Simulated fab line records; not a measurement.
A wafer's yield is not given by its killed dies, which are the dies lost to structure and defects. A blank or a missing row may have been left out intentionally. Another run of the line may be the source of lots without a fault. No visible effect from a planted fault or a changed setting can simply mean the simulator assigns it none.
Matching of chambers + flow nandHarc + 4 sister chambers for NHARC_A_SGD_CUT_ETCHBACK_24 on rieDiel-10
The step etches the open film in CH3F/O2, target depth 50 nm, time 92.857 s. 4 wafers are shown with their chamber, then 8 later ones without.

EACH WAFER AND ITS CHAMBER
| wafer  | chamber | showerheadPlenumPTorr (Torr) |
|--------|---------|------------------------------|
| L077.1 | 0       | 2.52                         |
| L085.3 | 1       | 2.35                         |
| L085.6 | 3       | 2.38                         |
| L086.1 | 2       | 2.41                         |

WAFERS WITHOUT THEIR CHAMBER
| wafer  | showerheadPlenumPTorr (Torr) |
|--------|------------------------------|
| L086.4 | 2.35                         |
| L086.6 | 2.41                         |
| L088.4 | 2.35                         |
| L088.5 | 2.41                         |
| L088.6 | 2.38                         |
| L090.3 | 2.35                         |
| L090.4 | 2.51                         |
| L090.5 | 2.51                         |

EACH ONE'S CHAMBER
| wafer  | from the rows above | in truth |
|--------|---------------------|----------|
| L086.4 | 1                   | 1        |
| L086.6 | 2                   | 2        |
| L088.4 | 1                   | 1        |
| L088.5 | 2                   | 2        |
| L088.6 | 3                   | 3        |
| L090.3 | 1                   | 1        |
| L090.4 | 0                   | 0        |
| L090.5 | 0                   | 0        |
Placed correctly: 8 of 8. From these rows, 0 cannot be placed. Number placed wrongly: 0.
How it was worked out, from the rows above alone: a wafer's distance from a chamber is the root of the sum, over the readings, of the square of ((its reading less the chamber's mean) divided by the reading's scatter). The wafer belongs to the nearest chamber; if the next one is less than 2 further off, it can't be placed. A chamber's mean is the mean of its shown wafers. The scatter: root of mean squared gap, hidden wafer to nearest shown wafer, with one shown wafer a chamber.
